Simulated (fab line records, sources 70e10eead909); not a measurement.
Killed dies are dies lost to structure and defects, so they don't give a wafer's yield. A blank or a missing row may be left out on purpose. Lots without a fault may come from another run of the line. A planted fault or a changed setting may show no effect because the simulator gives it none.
fab line records | flow nand_harc
record lots=13 wafers=39 last_day=24
route steps=1159 shown A_SLIT@780 A_WL_FILL@832 END@1159
lots that met no fault: from a run of the same line without faults
start_h: hours from the record's first day to the start of the lot's first wafer shown | wait_h: hours since the lot's step before | " the same as in the row above | L1.1+2: a row that stands for several wafers | - no value, or no start given | * or withheld: withheld | < > ~ a bound
route shown NAME@n: a module of which the file shows steps, and the number in the route of the first | usual: mean/standard deviation of fault-free wafers | same: alike in all rows | chamber/n: place in a boat | sites: the reading at each site | _std_site: their standard deviation | _edge_site: outer sites' mean less inner sites' | radius_mm: how far each site lies from the wafer's centre | mask NAME#n: copy n | behind: the tool/chamber that last shaped the wafer | hold: why the lot was held/for how many hours/how that ended | device: the transistor (n, p or np) that didn't switch | end of line: the same wafers' tests at the end of the route | a step without rows: its recipe alone | killed: dies lost to structure and defects at the first sort, not the wafer's yield | map: a wafer's dies, x killed, . not, _ none there
set.NAME: the setting as run; set.NAME@STEP: as run at that earlier step | model.NAME: the simulator's own value behind a step, which no gauge read
steps of the route over a sample of lots; a table a step, a row a wafer
services: from which hour (start_h, from the record's first day; less than 0 if before it) a tool's chamber was out of use, for how many hours, and why
## steps
# step NHARC_A_SLIT_DEP_00
# recipe target_thk_a=32000 temp_c=400 material=aC
# usual throttle_valve_pct=35.002/0.0098
# columns lot.wafer tool chamber start_h wait_h throttle_valve_pct
L403.1 acl_dep-01 0 315.80 - 34.996
L403.2 " 0 " " 34.981
L403.5 " 0 317.13 - 34.999
L405.1 acl_dep-03 0 329.48 - 34.995
L405.4 " 0 " " 34.987
L405.6 " 0 " " 34.997
L408.2 acl_dep-01 0 340.83 - 34.991
L408.5 " 0 " " 34.992
L408.6 " 0 " " 35.007
L411.1 acl_dep-03 0 365.64 - 35.014
L411.5 " 0 366.97 - 34.985
L411.6 " 0 " " 35.010
L410.2 acl_dep-02 0 366.02 - 34.993
L410.5 " 0 " " 35.021
L410.6 " 0 " " 35.008
L413.1 acl_dep-03 0 380.14 - 35.020
L413.3 " 0 " " 34.999
L413.4 " 0 " " 35.013
L412.1 acl_dep-01 0 380.26 - 35.001
L412.2 " 0 " " 35.002
L412.3 " 0 " " 35.004
L417.3 acl_dep-03 0 397.71 - 34.993
L417.5 " 0 " " 34.995
L417.6 " 0 " " 34.997
L414.4 acl_dep-01 0 398.18 - 35.005
L414.5 " 0 " " 34.994
L414.6 " 0 " " 35.011
L419.4 acl_dep-02 0 412.25 - 35.015
L419.5 " 0 " " 34.999
L419.6 " 0 " " 35.009
L420.1 acl_dep-01 0 412.53 - 35.003
L420.3 " 0 " " 34.996
L420.5 " 0 " " 35.018
L416.1 acl_dep-03 0 418.31 - 35.019
L416.4 " 0 " " 35.007
L416.6 " 0 " " 35.008
L426.1 acl_dep-03 0 461.59 - 35.003
L426.4 " 0 " " 35.007
L426.5 " 0 " " 35.012
# step NHARC_A_SLIT_DEP_23
# recipe target_thk_a=1000 target_thk_nm=100 temp_c=400 pressure_torr=3.5 flow_sccm=200 rf_w=350 material=SiON
# usual heater_power_w=712/78
# columns lot.wafer tool chamber start_h wait_h heater_power_w
L403.1 pecvd-02 1 317.82 1.7 879
L403.2 " 0 " " 705
L403.5 " 0 " " 705
L405.1 pecvd-02 2 331.51 1.7 555
L405.4 " 0 " " 699
L405.6 " 1 " " 850
L408.2 pecvd-03 1 342.59 1.4 710
L408.6 " 0 " " 735
L408.5 " 1 " " 707
L410.2 pecvd-01 2 367.68 1.3 582
L410.5 " 0 " " 631
L410.6 " 1 " " 824
L411.1 pecvd-02 0 367.71 1.7 671
L411.5 " 2 " " 698
L411.6 " 0 " " 680
L413.1 pecvd-03 0 382.10 1.6 688
L413.3 " 1 " " 707
L413.4 " 2 " " 704
L412.2 pecvd-02 2 382.38 1.5 739
L412.3 " 0 " " 677
L412.1 " 1 " " 806
L417.3 pecvd-03 2 399.04 1.0 674
L417.5 " 0 " " 733
L417.6 " 1 " " 675
L414.6 pecvd-03 2 399.30 0.1 701
L414.5 " 0 " " 678
L414.4 " 1 " " 625
L419.4 pecvd-02 0 413.33 0.8 692
L419.6 " 1 " " 787
L419.5 " 2 " " 675
L420.1 pecvd-02 1 414.64 1.8 836
L420.3 " 2 " " 706
L420.5 " 0 " " 679
L416.1 pecvd-02 1 420.31 1.7 902
L416.6 " 2 " " 619
L416.4 " 0 " " 677
L426.1 pecvd-03 0 463.70 1.8 624
L426.4 " 0 " " 629
L426.5 " 1 " " 762
# step NHARC_A_SLIT_DESCUM_14
# recipe time_s=3 o2_flow_sccm=200 ar_flow_sccm=0 bias_power_w=0 chemistry=O2
# usual drypump_motor_current_A=5.8/0.35 oes_product_au=1.002/0.0071 rf_vpp_V=57.8/0.93 showerhead_plenum_p_Torr=1.92/0.086 throttle_valve_pct=11.312/0.0091
# same bias_power_w=0
# columns lot.wafer tool chamber start_h wait_h drypump_motor_current_A oes_product_au rf_hours_counter_h rf_vpp_V showerhead_plenum_p_Torr throttle_valve_pct
L403.1 rie_diel-09 0 318.69 0.1 6.4 1.012 4 56.7 1.94 11.309
L403.2 " 1 " " 6.1 1.009 4 58.7 2.04 11.304
L403.5 " 3 " " 5.4 1.005 - 57.8 1.93 11.320
L405.1 rie_diel-05 1 332.33 0.1 5.9 0.994 9 56.6 1.82 11.321
L405.4 " 0 " " 5.5 1.000 - 58.5 2.07 11.300
L405.6 " 1 " " 5.9 0.986 - 56.8 1.82 11.316
L408.2 rie_diel-11 2 343.32 0.1 5.1 0.997 11 56.3 1.78 11.320
L408.6 " 0 " " 5.9 1.008 - 58.8 1.98 11.315
L408.5 " 1 " " 5.8 0.992 - 57.5 1.86 11.308
L411.1 rie_diel-05 1 368.40 0.1 5.9 0.993 1 57.0 1.82 11.306
L411.6 " 0 " " 5.5 0.994 - 58.3 2.06 11.306
L411.5 " 1 " " 5.9 1.014 - 58.3 1.82 11.301
L410.2 rie_diel-09 1 368.43 0.1 6.1 1.015 9 57.3 2.04 11.332
L410.5 " 0 " " 6.4 1.011 - 59.1 1.94 11.318
L410.6 " 2 " " 6.0 1.011 - 59.1 1.88 11.337
L413.4 rie_diel-11 1 382.85 0.1 5.7 1.008 0 57.1 1.86 11.318
L413.1 " 2 " " 5.1 0.996 0 57.1 1.78 11.312
L413.3 " 3 " " 5.4 0.995 0 57.8 1.98 11.301
L412.1 rie_diel-09 2 383.11 0.1 6.0 1.011 7 56.2 1.88 11.299
L412.3 " 3 " " 5.4 0.999 8 57.0 1.93 11.318
L412.2 " 1 " " 6.0 0.997 10 58.6 2.04 11.304
L417.3 rie_diel-09 3 399.94 0.1 5.4 1.009 10 58.5 1.93 11.311
L417.6 " 1 " " 6.1 1.001 - 58.6 2.04 11.309
L417.5 " 2 " " 6.0 1.004 - 56.6 1.88 11.321
L414.4 rie_diel-11 2 400.10 0.1 5.1 1.010 1 57.3 1.78 11.318
L414.5 " 1 " " 5.8 1.015 - 57.4 1.86 11.332
L414.6 " 2 " " 5.1 1.014 - 55.0 1.78 11.320
L419.4 rie_diel-11 2 414.00 0.1 5.1 1.012 2 57.7 1.78 11.306
L419.6 " 0 " " 5.9 0.997 - 59.8 1.98 11.310
L419.5 " 1 " " 5.8 1.008 - 58.2 1.86 11.318
L420.3 rie_diel-05 3 415.54 0.1 6.0 1.002 4 58.5 1.94 11.329
L420.1 " 0 " " 5.5 1.008 4 58.2 2.06 11.313
L420.5 " 2 " " 5.7 0.997 - 57.6 1.82 11.296
L416.4 rie_diel-11 1 421.18 0.1 5.8 0.997 3 57.9 1.86 11.318
L416.1 " 2 " " 5.1 1.001 3 57.9 1.78 11.312
L416.6 " 1 " " 5.8 1.001 - 58.0 1.86 11.304
L426.1 rie_diel-11 3 464.53 0.1 5.4 0.997 6 57.3 1.98 11.304
L426.5 " 3 " " 5.4 0.993 - 57.6 1.98 11.296
L426.4 " 2 " " 5.1 1.002 - 57.3 1.78 11.315
# step NHARC_A_WL_FILL_ALD_19
# recipe target_thk_a=20 pulse_time_s=3 ald_cycles=100 temp_c=450 material=TiN
# usual ald_cycles=100/0 heater_power_outer_w=711/64 heater_power_w=1102/78 precursor_pulse_height_rel=1.000/0.019
# columns lot.wafer tool chamber start_h wait_h ald_cycles heater_power_outer_w heater_power_w precursor_pulse_height_rel
L403.1 ald_metal-02 2 355.36 0.1 100 770 1147 1.002
L403.2 " 3 " " 100 758 1146 1.024
L403.5 " 2 " " 100 745 1157 0.993
L408.2 ald_metal-02 3 374.61 0.1 100 751 1163 0.945
L408.5 " 2 " " 100 728 1119 1.005
L408.6 " 3 " " 100 754 1186 0.985
L405.4 ald_metal-01 1 374.62 0.1 100 647 1171 0.965
L405.1 " 2 " " 100 732 1080 0.987
L405.6 " 0 " " 100 647 1117 0.999
L410.2 ald_metal-01 1 406.49 0.1 100 668 1169 1.012
L410.6 " 1 " " 100 652 1129 1.001
L410.5 " 2 " " 100 717 1055 1.005
L411.1 ald_metal-02 2 406.49 0.1 100 731 1109 0.991
L411.6 " 2 " " 100 741 1119 1.000
L411.5 " 3 " " 100 777 1185 1.020
L413.1 ald_metal-01 3 414.53 0.1 100 705 1074 1.019
L413.4 " 1 " " 100 662 1144 0.989
L413.3 " 2 " " 100 721 1041 0.979
L412.2 ald_metal-02 3 414.54 0.1 100 790 1159 1.002
L412.1 " 1 " " 100 770 1154 0.989
L412.3 " 2 " " 100 733 1121 0.982
L414.4 ald_metal-02 2 432.33 0.1 100 733 1092 0.972
L414.5 " 2 " " 100 737 1109 1.008
L414.6 " 3 " " 100 768 1195 1.005
L417.3 ald_metal-04 2 432.37 0.2 100 715 1179 1.009
L417.6 " 3 " " 100 580 938 1.002
L417.5 " 0 " " 100 750 1057 1.002
L420.3 ald_metal-02 3 445.35 0.1 - - - -
L420.1 " 2 " " - - - -
L420.5 " 0 " " - - - -
L419.4 ald_metal-04 1 445.39 0.1 - - - -
L419.6 " 3 " " - - - -
L419.5 " 0 " " - - - -
L416.1 ald_metal-04 2 451.67 0.1 100 729 1167 0.999
L416.4 " 3 " " 100 555 912 0.996
L416.6 " 3 " " 100 569 917 1.021
L426.4 ald_metal-02 1 496.77 0.1 100 754 1139 1.017
L426.1 " 3 " " 100 786 1190 0.985
L426.5 " 2 " " 100 754 1136 1.006
# step NHARC_END_SORT_01
# recipe temp_c=25
# usual killed_at_array=26/8.6 killed_at_other=0.7/0.97 killed_at_periphery=3.2/2.2 killed_dies=30/8.9 killed_open=3.1/1.8 killed_short=2.2/1.8
# same gross_dies=677
# columns lot.wafer tool chamber start_h wait_h killed_at_array killed_at_other killed_at_periphery killed_dies killed_open killed_short
L419.4 prober-01 0 535.09 3.4 668 4 5 677 4 3
L419.5 prober-01 0 535.91 3.7 672 2 3 677 4 2
L419.6 prober-01 0 536.72 4.1 670 3 4 677 3 1
L420.1 prober-02 0 540.52 2.5 675 1 1 677 4 0
L420.3 prober-02 0 542.15 3.1 675 0 2 677 1 5
L420.5 prober-02 0 543.78 3.8 676 0 1 677 0 1
# killed by level:class
L419.4 A_WL_FILL:area_ald=623 A_CHANNEL_HOLE_D1:chamber_film_flake=18 A_SLIT:chamber_film_flake=15 A_CONTACT:chamber_film_flake=5 P_M2:chamber_film_flake=4 THIN_TSV:chamber_film_flake=4 A_ONON_D1:geometric_particle:open=2 P_M0:geometric_particle:open=1
L419.5 A_WL_FILL:area_ald=620 A_SLIT:chamber_film_flake=18 A_CHANNEL_HOLE_D1:chamber_film_flake=17 A_CONTACT:chamber_film_flake=10 A_CHANNEL_FILL_D1:geometric_particle:short=2 A_STAIRCASE:chamber_film_flake=2 A_WL_FILL:chamber_film_flake=2 P_GATE:geometric_particle:open=1
L419.6 A_WL_FILL:area_ald=634 A_CHANNEL_HOLE_D1:chamber_film_flake=20 A_SLIT:chamber_film_flake=9 A_CONTACT:chamber_film_flake=6 THIN_TSV:chamber_film_flake=2 P_GATE:geometric_particle:open=1 P_M2:geometric_particle:open=1 A_SGD_CUT:geometric_particle:short=1
L420.1 A_WL_FILL:area_ald=645 A_SLIT:chamber_film_flake=14 A_CHANNEL_HOLE_D1:chamber_film_flake=7 A_CONTACT:chamber_film_flake=4 A_STAIRCASE:chamber_film_flake=2 P_CONTACT:geometric_particle:open=1 A_SOURCE_PLATE:geometric_particle:open=1 A_CHANNEL_FILL_D1:geometric_particle:open=1
L420.3 A_WL_FILL:area_ald=641 A_SLIT:chamber_film_flake=17 A_CHANNEL_HOLE_D1:chamber_film_flake=6 A_CONTACT:chamber_film_flake=3 A_WL_FILL:geometric_particle:short=2 A_M0:geometric_particle:short=2 A_STAIRCASE:chamber_film_flake=2 P_M1:geometric_particle:short=1
L420.5 A_WL_FILL:area_ald=651 A_SLIT:chamber_film_flake=12 A_CHANNEL_HOLE_D1:chamber_film_flake=6 A_STAIRCASE:chamber_film_flake=3 A_CONTACT:chamber_film_flake=2 A_WL_FILL:geometric_particle:short=1 P_M1:chamber_film_flake=1 A_BLC:chamber_film_flake=1
## services
# columns tool chamber start_h hours kind
pecvd-03 - 292.14 13.0 pm
acl_dep-01 - 294.22 13.0 pm
ald_metal-01 2 296.11 29.7 repair
ald_metal-02 - 298.62 0.9 repair
ald_metal-02 - 322.52 0.3 repair
rie_diel-05 3 325.31 9.6 repair
ald_metal-04 - 326.67 1.6 repair
rie_diel-09 2 328.17 17.4 repair
rie_diel-05 2 331.00 4.3 repair
pecvd-02 - 334.34 13.0 pm
rie_diel-11 0 347.36 12.1 repair
rie_diel-09 3 362.15 20.2 repair
ald_metal-02 - 364.00 10.0 pm
rie_diel-11 - 366.50 9.0 pm
pecvd-03 - 369.29 0.4 repair
pecvd-03 - 402.28 0.4 repair
acl_dep-03 - 405.31 13.0 pm
rie_diel-11 2 427.88 8.1 repair
rie_diel-09 - 431.28 9.0 pm
rie_diel-11 3 433.79 7.4 repair
rie_diel-11 0 455.08 2.8 repair
rie_diel-11 0 462.87 3.9 repair
pecvd-03 - 473.14 13.0 pm
acl_dep-01 - 476.27 13.0 pm
## key
first_sign step=NHARC_A_WL_FILL_ALD_19 reading=tool_record direction=missing
effect step=NHARC_END_SORT_01 reading=killed_at_array direction=up sigmas=75 usual=26 struck=673
more_kills_born_at NHARC_A_WL_FILL_ALD_19@ald_metal-02=1936 NHARC_A_WL_FILL_ALD_19@ald_metal-04=1877
met_at NHARC_A_WL_FILL_ALD_19
struck_lots L419,L420
later_rows_left_out L419.4,L419.5,L419.6,L420.1,L420.3,L420.5
tester_left_out L419,L420
not_acting_at NHARC_A_SLIT_DEP_00,NHARC_A_SLIT_DEP_23,NHARC_A_SLIT_DESCUM_14
onset_between 432.37 445.35
fault kind=skipped_step_whole tool=ald_metal-02,ald_metal-04 chamber=- onset_h=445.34 steps=NHARC_A_WL_FILL_ALD_19 scope=struck_lots_only
# tester_left_out: of these lots the tester's yield and bins aren't shown, on N5 and GAA mostly nor the transistor test; their killed dies are dies lost to structure and defects alone, not to doping, threshold or leakage, so they don't give the yield
# later_rows_left_out: the simulator's readings of these wafers behind a module that went badly wrong aren't trusted and aren't shown, but for the sort
